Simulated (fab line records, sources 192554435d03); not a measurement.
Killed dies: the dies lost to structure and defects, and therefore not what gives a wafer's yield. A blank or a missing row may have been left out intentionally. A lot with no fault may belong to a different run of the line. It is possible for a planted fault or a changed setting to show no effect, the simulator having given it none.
fab line records	flow n5Finfet
record: lots: 8	wafers: 24	lastDay: 16
route steps=1938 shown HKMG_FIN@398 BEOL_M4@1111 PASSIVATION@1936
lots untouched by any fault: they come from a run of this same line in which no faults occurred
startH: hours from the record's first day to the start of the lot's first wafer shown	waitH: how many hours have passed since the lot's step before this one	" as in the row above	L1.1+2: a row that stands for several wafers	- either no value or no given start	* or withheld: withheld	< > ~ a bound
route shown NAME@n: NAME is a module with steps in the file, n the number in the route of the first one	usual: mean/standard deviation taken from wafers without a fault	same: alike in all rows	chamber/n: place in a boat	sites: per-site readings	_std_site: standard deviation across them	_edge_site: mean of outer sites minus mean of inner sites	radiusMm: how far each site lies from the wafer's centre	mask NAME#n: copy n	behind: the most recent tool/chamber to have shaped the wafer	hold: why the lot was held/for how many hours/how that ended	device: which transistor (n, p or np) failed to switch	end of line: tests of these same wafers at the route's end	for a step that has no rows: nothing shown but its recipe	killed: count of dies lost to structure and defects at first sort (not the wafer's yield)	map: a wafer's dies, x killed, . not, _ none there
set.NAME: the setting as run; set.NAME@STEP: as run at that earlier step	model.NAME: the simulator's own value behind a step, which no gauge read
steps of the route over a sample of lots; a table a step, a row a wafer
services: the hour from which a tool's chamber was out of use, counted from the record's first day as startH (under 0 if before that day), plus the number of hours and why
== steps ==
step: N5_HKMG_FIN_CD_MEAS_49
recipe: targetCdNm: 202	landingEnergyEv: 500	detector: seInlens	polarity: opening
usual: cdNm: 202.3/0.65
lot.wafer	tool	chamber	startH	waitH	cdNm
L219.2	cdSem-02	0	72.45	-	201.7
L219.3	"	0	"	"	202.8
L219.4	"	0	"	"	201.7
L220.3	cdSem-01	0	82.95	-	202.5
L220.4	"	0	"	"	202.8
L220.5	"	0	"	"	202.4
L227.4	cdSem-01	0	124.25	-	202.0
L227.5	"	0	"	"	202.0
L227.6	"	0	"	"	201.6
L234.3	cdSem-01	0	162.15	-	201.4
L234.5	"	0	"	"	201.9
L234.6	"	0	"	"	201.1
L235.3	cdSem-01	0	167.24	-	202.4
L235.4	"	0	"	"	202.6
L235.6	"	0	"	"	202.2
L236.2	cdSem-02	0	175.29	-	202.4
L236.3	"	0	"	"	202.3
L236.6	"	0	"	"	203.2
L237.2	cdSem-02	0	177.45	-	202.8
L237.3	"	0	"	"	203.0
L237.4	"	0	"	"	203.0
L238.1	cdSem-02	0	186.12	-	201.4
L238.2	"	0	"	"	202.5
L238.4	"	0	"	"	202.5
step: N5_HKMG_FIN_ETCH_55
recipe: chemistry: N2/H2	target: SOC	targetDepthA: 2400	tempC: 40	timeS: 300	ionEnergyEv: 200	maskMaterial: SiARC	pressureMtorr: 30	sourceW: 840	biasW: 150	n2FlowSccm: 200	h2FlowSccm: 200
usual: biasW: 150.0/0.45	chamberPressureMTorr: 29.998/0.024	drypumpMotorCurrentA: 5.6/0.34	oesProductAu: 0.79/0.093	rfVppV: 525.0/2.5	showerheadPlenumPTorr: 2.58/0.085	throttleValvePct: 17.74/0.25
lot.wafer	tool	chamber	startH	waitH	biasW	chamberPressureMTorr	drypumpMotorCurrentA	oesProductAu	rfHoursCounterH	rfVppV	showerheadPlenumPTorr	throttleValvePct
L219.2	rieDiel-04	1	72.63	0.0	149.2	29.990	5.4	0.70	226	524.2	2.53	17.90
L219.3	"	2	"	"	150.3	29.961	5.7	0.78	139	527.2	2.65	18.04
L219.4	"	0	"	"	149.4	30.024	5.9	0.78	-	522.8	2.56	17.66
L220.3	rieDiel-04	2	83.12	0.0	149.3	30.024	5.7	0.78	142	527.4	2.65	18.05
L220.4	"	0	"	"	149.9	29.969	5.9	0.77	141	525.2	2.56	17.68
L220.5	"	2	"	"	149.5	29.970	5.7	0.78	-	527.7	2.65	18.03
L227.4	rieDiel-02	1	124.56	0.1	149.4	29.998	5.4	0.67	-	525.5	2.62	18.25
L227.5	"	1	"	"	149.5	30.025	5.4	0.68	-	525.8	2.62	18.26
L227.6	"	0	"	"	150.3	30.007	5.4	0.81	-	524.8	2.57	17.56
L234.3	rieDiel-04	1	162.32	0.0	150.1	30.011	5.4	0.98	0	522.0	2.52	17.50
L234.5	"	2	"	"	150.4	29.984	5.7	0.75	-	527.1	2.64	18.08
L234.6	"	1	"	"	150.2	30.015	5.4	0.99	-	522.2	2.52	17.51
L235.3	rieDiel-04	1	167.42	0.0	149.8	30.003	5.4	0.96	2	522.9	2.52	17.51
L235.4	"	0	"	"	150.3	30.012	5.9	0.75	170	523.9	2.54	17.74
L235.6	"	0	"	"	149.8	30.030	5.9	0.76	-	524.0	2.54	17.74
L236.2	rieDiel-05	2	175.47	0.0	150.2	29.978	5.8	0.70	194	525.6	2.62	17.37
L236.3	"	3	"	"	149.9	29.990	5.7	0.71	206	523.1	2.50	17.58
L236.6	"	3	"	"	150.2	29.981	5.7	0.70	-	524.0	2.50	17.58
L237.2	rieDiel-05	0	177.63	0.0	150.2	29.993	5.6	0.85	50	527.2	2.71	17.80
L237.3	"	2	"	"	150.0	30.036	5.8	0.70	195	526.0	2.62	17.38
L237.4	"	2	"	"	150.0	29.997	5.8	0.71	-	526.0	2.62	17.38
L238.1	rieDiel-04	1	186.30	0.0	150.4	29.963	5.4	0.94	8	523.9	2.52	17.51
L238.2	"	0	"	"	150.5	30.015	5.9	0.75	175	524.1	2.54	17.74
L238.4	"	3	"	"	150.3	29.995	5.0	0.91	39	527.4	2.70	17.64
step: N5_HKMG_FIN_WET_ETCH_81
recipe: chemistry: SC1	target: TiN	stopOn: HfO2	mix: 1:1:5	tempC: 60	timeS: 57	targetDepthNm: 6
usual: bathGuardTempC: 60.0/0.51	bathHeatDutyPct: 10.3/1.5
lot.wafer	tool	chamber	startH	waitH	bathGuardTempC	bathHeatDutyPct
L219.2	wetBench-02	2	74.62	0.0	60.7	9.3
L219.3	"	5	"	"	60.3	9.1
L219.4	"	0	"	"	60.5	10.5
L220.3	wetBench-04	5	85.06	0.0	60.4	10.3
L220.4	"	6	"	"	59.6	8.5
L220.5	"	0	"	"	59.4	11.4
L227.4	wetBench-03	2	126.76	0.0	60.2	9.2
L227.5	"	0	"	"	61.0	9.1
L227.6	"	5	"	"	60.0	9.5
L234.3	wetBench-02	6	164.43	0.0	-	-
L234.5	"	5	"	"	-	-
L234.6	"	3	"	"	-	-
L235.3	wetBench-04	0	169.48	0.0	-	-
L235.4	"	4	"	"	-	-
L235.6	"	7	"	"	-	-
L236.2	wetBench-02	0	177.76	0.0	60.7	9.5
L236.3	"	6	"	"	59.8	8.4
L236.6	"	1	"	"	59.3	10.7
L237.2	wetBench-04	3	179.71	0.0	59.4	14.6
L237.3	"	7	"	"	60.3	8.9
L237.4	"	1	"	"	59.6	11.2
L238.1	wetBench-04	5	188.42	0.0	60.0	9.7
L238.2	"	0	"	"	59.3	10.9
L238.4	"	4	"	"	60.2	9.6
step: N5_HKMG_FIN_ALD_36
recipe: material: TiN	targetThkA: 10	tempC: 400	aldPrecursorFamily: TiCl4	aldCoReactant: NH3	pulseTimeS: 1	purgeTimeS: 3	coReactantPurgeTimeS: 2	coReactantPulseTimeS: 2	aldCycles: 47	pressureTorr: 3
usual: heaterPowerW: 879/67	precursorPulseHeightRel: 1.002/0.022
lot.wafer	tool	chamber	startH	waitH	heaterPowerW	precursorPulseHeightRel	sinceWetCleanH
L219.2	aldMetal-04	2	74.72	0.0	1006	0.983	4353
L219.3	"	3	"	"	869	1.029	4353
L219.4	"	0	"	"	850	1.028	4353
L220.3	aldMetal-02	1	85.16	0.0	904	1.006	2825
L220.4	"	0	"	"	781	1.031	2825
L220.5	"	2	"	"	805	0.981	-
L227.4	aldMetal-02	2	126.98	0.2	807	1.005	-
L227.5	"	3	"	"	861	1.014	-
L227.6	"	1	"	"	882	1.014	-
L234.3	aldMetal-01	2	164.52	0.0	956	1.002	5981
L234.5	"	0	"	"	972	1.046	-
L234.6	"	3	"	"	821	0.979	-
L235.3	aldMetal-04	2	169.57	0.0	994	1.021	4448
L235.4	"	0	"	"	835	0.964	4448
L235.6	"	1	"	"	831	1.001	-
L236.2	aldMetal-04	0	177.86	0.0	832	0.976	4456
L236.3	"	1	"	"	863	0.983	4456
L236.6	"	1	"	"	855	0.987	-
L237.2	aldMetal-04	2	179.80	0.0	1022	0.967	4458
L237.3	"	3	"	"	876	0.950	4458
L237.4	"	1	"	"	831	0.999	4458
L238.1	aldMetal-01	1	188.52	0.0	898	0.989	6005
L238.2	"	3	"	"	825	0.991	6005
L238.4	"	2	"	"	946	1.045	6005
step: N5_BEOL_M4_RC_MEAS_101
usual: DIBL_N: 35.8/1.8	DIBL_P: 35.9/2.2	EOT_P: 10.49/0.1	IGATE_P: 0.0036/0.00061	IOFF_N: 0.16/0.035	IOFF_N_LIN: 0.072/0.013	IOFF_N_LONG: 5.53e-05/2.2e-06	IOFF_P: 0.21/0.04	IOFF_P_85C: 3.6/0.6	IOFF_P_LIN: 0.099/0.015	IOFF_P_LONG: 0.000108/8.2e-06	ION_N: 672/11	ION_P: 461/7.4	SS_N: 71.4/0.64	SS_P: 73.2/0.67	VT_N: 250/3.5	VT_N_LONG: 275.0/1.8	VT_N_LVT: 99/3.5	VT_P: -251/3.4	VT_P_LONG: -274.9/2.7	VT_P_LVT: -99/3.1
lot.wafer	tool	chamber	startH	waitH	DIBL_N[mV/V]	DIBL_P[mV/V]	EOT_P	IGATE_P[nA/um]	IOFF_N[nA/um]	IOFF_N_LIN[nA/um]	IOFF_N_LONG[nA/um]	IOFF_P[nA/um]	IOFF_P_85C[nA/um]	IOFF_P_LIN[nA/um]	IOFF_P_LONG[nA/um]	ION_N[uA/um]	ION_P[uA/um]	SS_N[mV/dec]	SS_P[mV/dec]	VT_N[mV]	VT_N_LONG[mV]	VT_N_LVT[mV]	VT_P[mV]	VT_P_LONG[mV]	VT_P_LVT[mV]
L219.2	prober-02	0	163.66	0.2	35.0	34.4	10.43	0.0038	0.15	0.068	5.78e-05	0.16	2.9	0.082	0.000106	664	450	71.5	73.0	250	270.8	98	-254	-278.0	-101
L219.3	"	0	"	"	35.8	36.3	10.38	0.0039	0.17	0.079	5.82e-05	0.19	3.3	0.093	0.000105	691	467	72.1	73.8	248	270.6	95	-252	-279.0	-97
L219.4	"	0	"	"	35.0	35.2	10.40	0.0041	0.15	0.071	5.82e-05	0.17	3.1	0.088	0.000105	671	459	72.0	72.7	248	273.1	98	-252	-277.6	-100
L220.3	prober-01	0	183.41	0.3	34.9	36.2	10.47	0.0040	0.17	0.079	5.81e-05	0.23	3.9	0.108	0.000112	675	468	71.4	74.0	247	275.0	96	-246	-272.1	-96
L220.4	"	0	"	"	32.9	34.3	10.53	0.0037	0.14	0.069	5.83e-05	0.20	3.5	0.099	0.000117	669	463	71.4	72.7	250	272.9	99	-250	-271.9	-98
L220.5	"	0	"	"	34.9	36.9	10.42	0.0037	0.17	0.082	5.8e-05	0.25	4.2	0.117	0.000117	677	476	71.0	72.8	245	273.6	95	-246	-272.3	-94
L227.4	prober-02	0	214.06	0.5	36.3	36.0	10.60	0.0030	0.15	0.066	5.35e-05	0.18	3.2	0.087	0.000107	663	455	71.7	73.6	251	275.8	99	-253	-275.8	-101
L227.5	"	0	"	"	38.0	39.9	10.67	0.0029	0.19	0.085	5.31e-05	0.26	4.2	0.111	0.000103	677	462	71.8	74.1	249	274.8	95	-249	-276.2	-96
L227.6	"	0	"	"	36.0	36.2	10.42	0.0044	0.15	0.068	5.35e-05	0.19	3.4	0.090	0.000106	667	458	71.1	73.6	249	275.2	98	-251	-276.6	-100
L235.3	prober-02	0	265.80	0.3	31.7	32.3	10.81	0.0008	0.03	0.018	3.33e-05	0.84	11.6	0.464	0.000365	598	524	70.2	72.1	284	300.2	134	-206	-235.2	-55
L235.4	"	0	"	"	34.5	36.6	10.83	0.0007	0.05	0.026	3.22e-05	1.18	15.4	0.589	0.00036	610	529	70.7	73.3	277	299.8	128	-200	-234.7	-51
L235.6	"	0	"	"	33.8	35.5	10.93	0.0007	0.05	0.024	3.23e-05	1.14	15.0	0.576	0.000372	609	538	70.6	72.4	277	300.7	128	-201	-235.2	-51
L236.2	prober-01	0	273.52	0.2	37.6	37.8	10.67	0.0028	0.17	0.077	5.06e-05	0.19	3.3	0.085	9.1e-05	671	444	72.1	73.8	251	277.1	97	-257	-279.9	-102
L236.3	"	0	"	"	36.7	36.8	10.58	0.0034	0.15	0.070	5.15e-05	0.17	3.1	0.080	9.3e-05	668	446	72.0	73.5	252	274.6	100	-256	-279.2	-104
L236.6	"	0	"	"	35.9	36.1	10.42	0.0036	0.14	0.066	5.08e-05	0.17	3.0	0.079	9.4e-05	660	448	71.8	73.5	253	278.2	100	-256	-277.5	-104
L234.3	prober-02	0	277.37	0.3	37.4	37.8	11.04	0.0005	0.08	0.034	3.54e-05	1.67	21.8	0.781	0.000425	634	546	71.8	73.8	272	300.8	120	-194	-228.3	-43
L234.5	"	0	"	"	39.5	41.4	10.83	0.0006	0.09	0.040	3.4e-05	2.10	26.6	0.918	0.000423	639	555	72.1	74.0	270	298.5	118	-193	-230.8	-40
L234.6	"	0	"	"	34.0	34.2	10.88	0.0006	0.05	0.024	3.32e-05	1.22	16.7	0.619	0.00042	607	528	70.4	72.7	279	301.9	128	-198	-228.8	-47
L237.2	prober-01	0	280.65	0.2	37.3	36.3	10.39	0.0031	0.18	0.081	5.47e-05	0.21	3.6	0.097	0.000106	672	458	72.0	73.2	248	274.3	97	-251	-278.0	-99
L237.3	"	0	"	"	37.0	35.8	10.51	0.0036	0.16	0.075	5.47e-05	0.20	3.5	0.094	0.000101	682	464	70.6	73.4	249	277.0	98	-251	-277.0	-99
L237.4	"	0	"	"	32.9	31.6	10.56	0.0030	0.11	0.058	5.41e-05	0.15	2.7	0.075	0.000104	661	456	70.9	72.5	252	274.0	101	-256	-274.8	-103
L238.1	prober-01	0	284.90	0.0	37.0	36.5	10.70	0.0026	0.16	0.073	5.74e-05	0.22	3.8	0.104	0.000121	673	455	71.6	73.1	251	273.5	100	-249	-271.9	-98
L238.2	"	0	"	"	37.4	37.5	10.47	0.0031	0.17	0.078	5.63e-05	0.26	4.4	0.118	0.000118	670	462	71.8	74.1	248	273.4	97	-245	-270.2	-94
L238.4	"	0	"	"	36.3	36.1	10.48	0.0030	0.17	0.076	5.81e-05	0.22	3.9	0.108	0.000119	671	463	71.5	73.4	250	275.2	97	-247	-270.4	-97
step: N5_PASSIVATION_PROBE_49
usual: defectLimitedYield: 91.0/1.5	killed_at_M0_to_M3: 34/9.1	killed_at_M4_up: 14/5.7	killedAtContacts: 13/5.7	killedAtFrontEnd: 42/12	killedAtOther: 4/3.4	killedDies: 106/17	killedOpen: 70/13	killedShort: 34/7.5	sort_bin_4_leakage: 0.00/0.014	sort_bin_5_function: 5.2/0.94	sort_bin_6_memory: 3.4/0.69	sort_bin_8_speed: 0.00/0.029	sortNPass: 1074/17	sortYieldPct: 91.0/1.5
same: grossDies: 1180	killedAtBackSide: 0
lot.wafer	tool	chamber	startH	waitH	defectLimitedYield[%]	killed_at_M0_to_M3	killed_at_M4_up	killedAtContacts	killedAtFrontEnd	killedAtOther	killedDies	killedOpen	killedShort	sort_bin_4_leakage[%]	sort_bin_5_function[%]	sort_bin_6_memory[%]	sort_bin_8_speed[%]	sortNPass	sortYieldPct[%]
L219.2	prober-01	-	270.90	0.1	91.4	46	14	10	31	1	102	71	28	0	4.6	3.6	0.08	1077	91.3
L219.3	prober-01	-	270.95	0.1	93.7	29	12	7	26	0	74	44	21	0	3.5	2.3	0	1106	93.7
L219.4	prober-01	-	271.00	0.2	92.0	39	14	10	27	4	94	60	27	0	5.0	2.6	0	1086	92.0
L220.3	prober-02	-	289.66	0.1	90.3	39	6	9	56	4	114	81	33	0	6.6	2.9	0	1066	90.3
L220.4	prober-02	-	289.71	0.2	91.3	24	18	12	49	0	103	62	35	0	5.7	2.7	0	1077	91.3
L220.5	prober-02	-	289.76	0.2	93.3	27	7	12	32	1	79	51	27	0	3.9	2.7	0	1101	93.3
L227.4	prober-02	-	314.52	0.2	91.3	27	9	16	45	6	103	66	37	0	5.3	3.1	0	1077	91.3
L227.5	prober-02	-	314.57	0.2	90.9	28	16	14	47	2	107	69	38	0	6.0	2.9	0	1073	90.9
L227.6	prober-02	-	314.62	0.3	90.8	37	17	19	31	5	109	71	38	0	4.7	4.4	0	1071	90.8
L235.3	prober-01	-	358.59	0.1	92.0	26	11	13	34	10	94	50	44	84.15	4.7	3.0	7.88	0	0
L235.4	prober-01	-	358.64	0.2	93.1	29	18	4	28	2	81	61	20	93.14	3.6	3.1	0	0	0
L235.6	prober-01	-	358.74	0.3	89.4	50	17	17	20	21	125	83	41	89.41	5.8	4.3	0	0	0
L236.2	prober-01	-	368.43	0.1	92.9	28	12	16	28	0	84	54	27	0	4.7	2.4	0	1096	92.9
L236.3	prober-01	-	368.48	0.1	89.5	29	16	19	55	5	124	80	44	0	5.7	4.3	0	1056	89.5
L236.6	prober-01	-	368.63	0.3	90.0	32	12	10	60	4	118	74	39	0	5.5	3.9	0	1062	90.0
L234.3	prober-02	-	368.70	0.1	89.0	32	16	8	74	0	130	81	45	88.98	5.9	4.3	0	0	0
L234.5	prober-02	-	368.80	0.2	89.5	23	21	23	55	2	124	90	34	89.49	5.9	3.9	0	0	0
L234.6	prober-02	-	368.85	0.3	90.8	19	13	16	56	5	109	76	33	90.59	6.0	2.9	0.17	0	0
L237.2	prober-01	-	380.92	0.1	92.2	20	17	19	35	1	92	66	26	0	4.2	3.3	0	1088	92.2
L237.3	prober-01	-	380.97	0.1	89.9	36	11	14	48	10	119	79	39	0	6.1	3.9	0	1061	89.9
L237.4	prober-01	-	381.02	0.2	91.3	35	12	13	42	1	103	72	31	0	5.5	3.1	0	1077	91.3
L238.1	prober-01	-	391.70	0.0	89.5	38	19	8	53	6	124	80	41	0	5.9	4.2	0	1056	89.5
L238.2	prober-01	-	391.75	0.1	90.5	21	13	5	70	3	112	85	26	0	5.7	3.7	0	1068	90.5
L238.4	prober-01	-	391.85	0.2	90.3	27	22	6	54	5	114	75	38	0	5.8	3.4	0	1066	90.3
killed by level:class
L219.2 BEOL_M3:geometricParticle:open=12 MOL_CONTACT_COAG:geometricParticle:open=9 BEOL_M0_SAQP:geometricParticle:open=9 DUMMY_GATE:geometricParticle:open=8 STI_FIN_REVEAL:geometricParticle:open=7 BEOL_M0_SAQP:geometricParticle:short=7 BEOL_M2:geometricParticle:open=7 BEOL_M4:geometricParticle:open=7
L219.3 BEOL_M2:geometricParticle:open=7 GATE_CUT:geometricParticle:short=6 MOL_CONTACT_COAG:geometricParticle:open=5 BEOL_M0_SAQP:geometricParticle:short=5 BEOL_M0_SAQP:geometricParticle:open=5 BEOL_M4:geometricParticle:open=5 BEOL_M1:geometricParticle:open=4 BEOL_M3:geometricParticle:open=4
L219.4 BEOL_M2:geometricParticle:open=12 BEOL_M0_SAQP:geometricParticle:short=8 MOL_CONTACT_COAG:geometricParticle:open=7 BEOL_M1:geometricParticle:open=6 BEOL_M4:geometricParticle:open=6 BEOL_M0_SAQP:geometricParticle:open=5 STI_FIN_REVEAL:geometricParticle:open=4 DUMMY_GATE:geometricParticle:open=4
L220.3 STI_FIN_REVEAL:geometricParticle:open=25 BEOL_M2:geometricParticle:open=14 MOL_CONTACT_COAG:geometricParticle:open=8 FIN_SAQP:geometricParticle:open=7 BEOL_M0_SAQP:geometricParticle:open=7 BEOL_M1:geometricParticle:open=6 BEOL_M0_SAQP:geometricParticle:short=6 STARTING-WAFER:geometricParticle:short=5
L220.4 FIN_SAQP:geometricParticle:short=12 BEOL_M4:geometricParticle:open=11 MOL_CONTACT_COAG:geometricParticle:open=10 STI_FIN_REVEAL:geometricParticle:open=9 BEOL_M1:geometricParticle:open=9 BEOL_M0_SAQP:geometricParticle:short=8 FIN_SAQP:geometricParticle:open=7 STI_FIN_REVEAL:geometricParticle:short=5
L220.5 STI_FIN_REVEAL:geometricParticle:open=10 MOL_CONTACT_COAG:geometricParticle:open=9 BEOL_M0_SAQP:geometricParticle:short=7 BEOL_M2:geometricParticle:open=7 FIN_SAQP:geometricParticle:short=5 DUMMY_GATE:geometricParticle:open=4 STI_FIN_REVEAL:geometricParticle:short=3 ILD0:geometricParticle:short=3
L227.4 MOL_CONTACT_COAG:geometricParticle:open=14 STI_FIN_REVEAL:geometricParticle:open=8 GATE_CUT:geometricParticle:short=7 BEOL_M0_SAQP:geometricParticle:short=7 BEOL_M3:geometricParticle:open=7 FIN_SAQP:geometricParticle:open=6 BEOL_M4:geometricParticle:open=6 FIN_SAQP:geometricParticle:short=5
L227.5 FIN_SAQP:geometricParticle:open=16 MOL_CONTACT_COAG:geometricParticle:open=11 BEOL_M4:geometricParticle:open=9 FIN_SAQP:geometricParticle:short=8 STI_FIN_REVEAL:geometricParticle:open=7 BEOL_M3:geometricParticle:open=7 BEOL_M2:geometricParticle:short=6 DUMMY_GATE:geometricParticle:open=4
L227.6 MOL_CONTACT_COAG:geometricParticle:open=15 BEOL_M4:geometricParticle:open=13 FIN_SAQP:geometricParticle:short=9 BEOL_M0_SAQP:geometricParticle:open=8 BEOL_M0_SAQP:geometricParticle:short=8 BEOL_M3:geometricParticle:open=8 FIN_SAQP:geometricParticle:open=6 BEOL_M1:geometricParticle:open=6
L235.3 MOL_CONTACT_COAG:geometricParticle:open=11 FIN_SAQP:geometricParticle:short=9 FIN_SAQP:geometricParticle:open=7 BEOL_M0_SAQP:geometricParticle:short=6 BEOL_M3:geometricParticle:open=6 BEOL_M3:geometricParticle:short=6 PASS1_CAP:geometricParticle:short=5 STI_FIN_REVEAL:geometricParticle:open=3
L235.4 FIN_SAQP:geometricParticle:open=11 BEOL_M0_SAQP:geometricParticle:open=9 BEOL_M3:geometricParticle:open=7 BEOL_M4:geometricParticle:open=6 BEOL_M7:geometricParticle:open=6 FIN_SAQP:geometricParticle:short=5 STI_FIN_REVEAL:geometricParticle:open=5 BEOL_M0_SAQP:geometricParticle:short=5
L235.6 BEOL_M3:geometricParticle:open=14 MOL_CONTACT_COAG:geometricParticle:open=12 BEOL_M0_SAQP:geometricParticle:open=9 BEOL_M1:geometricParticle:open=8 BEOL_M3:geometricParticle:short=7 MOL_CONTACT_COAG:geometricParticle:short=5 BEOL_M4:geometricParticle:open=5 BEOL_M7:geometricParticle:open=5
L236.2 MOL_CONTACT_COAG:geometricParticle:open=11 BEOL_M1:geometricParticle:open=8 GATE_CUT:geometricParticle:short=6 STI_FIN_REVEAL:geometricParticle:open=5 ILD0:geometricParticle:open=4 STARTING-WAFER:geometricParticle:open=4 MOL_CONTACT_COAG:geometricParticle:short=4 BEOL_M0_SAQP:geometricParticle:short=4
L236.3 MOL_CONTACT_COAG:geometricParticle:open=16 FIN_SAQP:geometricParticle:short=14 STI_FIN_REVEAL:geometricParticle:open=12 BEOL_M1:geometricParticle:open=11 BEOL_M3:geometricParticle:open=7 FIN_SAQP:geometricParticle:open=6 BEOL_M4:geometricParticle:open=6 DUMMY_GATE:geometricParticle:open=5
L236.6 FIN_SAQP:geometricParticle:short=12 STI_FIN_REVEAL:geometricParticle:open=9 FIN_SAQP:geometricParticle:open=8 BEOL_M1:geometricParticle:open=8 MOL_CONTACT_COAG:geometricParticle:open=8 BEOL_M3:geometricParticle:open=8 DUMMY_GATE:geometricParticle:open=6 GATE_CUT:geometricParticle:short=6
L234.3 FIN_SAQP:geometricParticle:open=18 STI_FIN_REVEAL:geometricParticle:open=13 DUMMY_GATE:geometricParticle:open=12 BEOL_M2:geometricParticle:open=10 FIN_SAQP:geometricParticle:short=9 BEOL_M0_SAQP:geometricParticle:short=8 STI_FIN_REVEAL:geometricParticle:short=7 MOL_CONTACT_COAG:geometricParticle:open=6
L234.5 FIN_SAQP:geometricParticle:open=26 MOL_CONTACT_COAG:geometricParticle:open=20 BEOL_M4:geometricParticle:open=11 FIN_SAQP:geometricParticle:short=7 DUMMY_GATE:geometricParticle:open=5 BEOL_M0_SAQP:geometricParticle:open=5 BEOL_M1:geometricParticle:open=5 STARTING-WAFER:geometricParticle:short=4
L234.6 FIN_SAQP:geometricParticle:open=21 MOL_CONTACT_COAG:geometricParticle:open=13 FIN_SAQP:geometricParticle:short=9 STI_FIN_REVEAL:geometricParticle:open=9 BEOL_M4:geometricParticle:open=9 BEOL_M2:geometricParticle:open=5 BEOL_M0_SAQP:geometricParticle:short=4 STI_FIN_REVEAL:geometricParticle:short=3
L237.2 MOL_CONTACT_COAG:geometricParticle:open=14 BEOL_M7:geometricParticle:open=7 FIN_SAQP:geometricParticle:open=6 BEOL_M1:geometricParticle:open=6 FIN_SAQP:geometricParticle:short=5 STI_FIN_REVEAL:geometricParticle:open=5 MOL_CONTACT_COAG:geometricParticle:short=5 DUMMY_GATE:geometricParticle:open=4
L237.3 FIN_SAQP:geometricParticle:open=12 MOL_CONTACT_COAG:geometricParticle:open=12 BEOL_M1:geometricParticle:open=9 FIN_SAQP:geometricParticle:short=8 BEOL_M1:geometricParticle:short=8 DUMMY_GATE:geometricParticle:open=5 BEOL_M2:geometricParticle:open=5 BEOL_M3:geometricParticle:open=5
L237.4 FIN_SAQP:geometricParticle:open=12 MOL_CONTACT_COAG:geometricParticle:open=10 FIN_SAQP:geometricParticle:short=9 STI_FIN_REVEAL:geometricParticle:open=8 BEOL_M0_SAQP:geometricParticle:short=7 BEOL_M1:geometricParticle:open=7 BEOL_M2:geometricParticle:open=7 BEOL_M3:geometricParticle:open=5
L238.1 BEOL_M3:geometricParticle:open=13 DUMMY_GATE:geometricParticle:open=12 BEOL_M4:geometricParticle:open=11 FIN_SAQP:geometricParticle:short=9 BEOL_M0_SAQP:geometricParticle:short=9 STI_FIN_REVEAL:geometricParticle:open=8 BEOL_M0_SAQP:geometricParticle:open=7 FIN_SAQP:geometricParticle:open=5
L238.2 DUMMY_GATE:geometricParticle:open=18 STI_FIN_REVEAL:geometricParticle:open=17 FIN_SAQP:geometricParticle:open=16 BEOL_M4:geometricParticle:open=10 BEOL_M0_SAQP:geometricParticle:open=7 BEOL_M0_SAQP:geometricParticle:short=6 GATE_CUT:geometricParticle:open=5 DUMMY_GATE:geometricParticle:short=4
L238.4 FIN_SAQP:geometricParticle:open=13 BEOL_M4:geometricParticle:open=11 FIN_SAQP:geometricParticle:short=10 STI_FIN_REVEAL:geometricParticle:open=8 DUMMY_GATE:geometricParticle:open=6 GATE_CUT:geometricParticle:short=6 MOL_CONTACT_COAG:geometricParticle:open=6 BEOL_M0_SAQP:geometricParticle:short=6
== services ==
tool	chamber	startH	hours	kind
aldMetal-02	-	53.55	0.4	repair
rieDiel-04	3	57.15	-	clean
rieDiel-04	3	57.15	-	consumableReplace:focusRing
rieDiel-04	3	57.15	-	consumableReplace:showerhead
rieDiel-04	3	57.15	16.4	scheduledDown
rieDiel-04	3	57.15	16.4	ventCycle
aldMetal-04	1	64.09	4.9	repair
aldMetal-02	-	81.83	0.4	repair
rieDiel-04	-	86.97	0.2	repair
rieDiel-05	1	89.57	3.7	repair
rieDiel-04	3	103.87	1.6	repair
aldMetal-02	0	113.42	16.1	repair
rieDiel-02	2	123.38	3.3	repair
rieDiel-02	3	124.20	18.9	repair
rieDiel-05	2	127.78	5.4	repair
rieDiel-04	0	133.20	5.6	repair
rieDiel-04	1	144.24	-	clean
rieDiel-04	1	144.24	-	consumableReplace:focusRing
rieDiel-04	1	144.24	17.1	scheduledDown
rieDiel-04	1	144.24	17.1	ventCycle
rieDiel-05	1	153.82	-	clean
rieDiel-05	1	153.82	-	consumableReplace:focusRing
rieDiel-05	1	153.82	20.4	scheduledDown
aldMetal-02	2	165.51	13.3	repair
== key ==
firstSign: step: N5_HKMG_FIN_WET_ETCH_81	reading: toolRecord	direction: missing
effect: step: N5_BEOL_M4_RC_MEAS_101	reading: IOFF_P_LIN	direction: up	sigmas: 38	usual: 0.099	struck: 0.658
effect: step: N5_BEOL_M4_RC_MEAS_101	reading: IOFF_P_LONG	direction: up	sigmas: 35	usual: 0.000108	struck: 0.000394
effect: step: N5_BEOL_M4_RC_MEAS_101	reading: IOFF_P	direction: up	sigmas: 29	usual: 0.21	struck: 1.36
effect: step: N5_BEOL_M4_RC_MEAS_101	reading: IOFF_P_85C	direction: up	sigmas: 24	usual: 3.6	struck: 17.8
effect: step: N5_BEOL_M4_RC_MEAS_101	reading: VT_P_LVT	direction: up	sigmas: 17	usual: -99	struck: -48
effect: step: N5_BEOL_M4_RC_MEAS_101	reading: VT_P_LONG	direction: up	sigmas: 16	usual: -274.9	struck: -232.2
effect: step: N5_BEOL_M4_RC_MEAS_101	reading: VT_P	direction: up	sigmas: 15	usual: -251	struck: -199
effect: step: N5_BEOL_M4_RC_MEAS_101	reading: VT_N_LONG	direction: up	sigmas: 14	usual: 275.0	struck: 300.3
effect: step: N5_BEOL_M4_RC_MEAS_101	reading: ION_P	direction: up	sigmas: 10	usual: 461	struck: 537
effect: step: N5_BEOL_M4_RC_MEAS_101	reading: IOFF_N_LONG	direction: down	sigmas: 10	usual: 5.53e-05	struck: 3.34e-05
effect: step: N5_BEOL_M4_RC_MEAS_101	reading: VT_N_LVT	direction: up	sigmas: 7.6	usual: 99	struck: 126
effect: step: N5_BEOL_M4_RC_MEAS_101	reading: VT_N	direction: up	sigmas: 7.5	usual: 250	struck: 276
effect: step: N5_PASSIVATION_PROBE_49	reading: sort_bin_4_leakage	direction: up	sigmas: 99+	usual: 0.00	struck: 89.29
metAt N5_HKMG_FIN_WET_ETCH_81
struckLots L234,L235
notActingAt N5_HKMG_FIN_CD_MEAS_49,N5_HKMG_FIN_ETCH_55,N5_HKMG_FIN_ALD_36
onsetBetween 85.06 164.43
fault: kind: skippedStepWhole	tool: wetBench-02,wetBench-04	chamber: -	onsetH: 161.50	steps: N5_HKMG_FIN_WET_ETCH_81	scope: struckLotsOnly
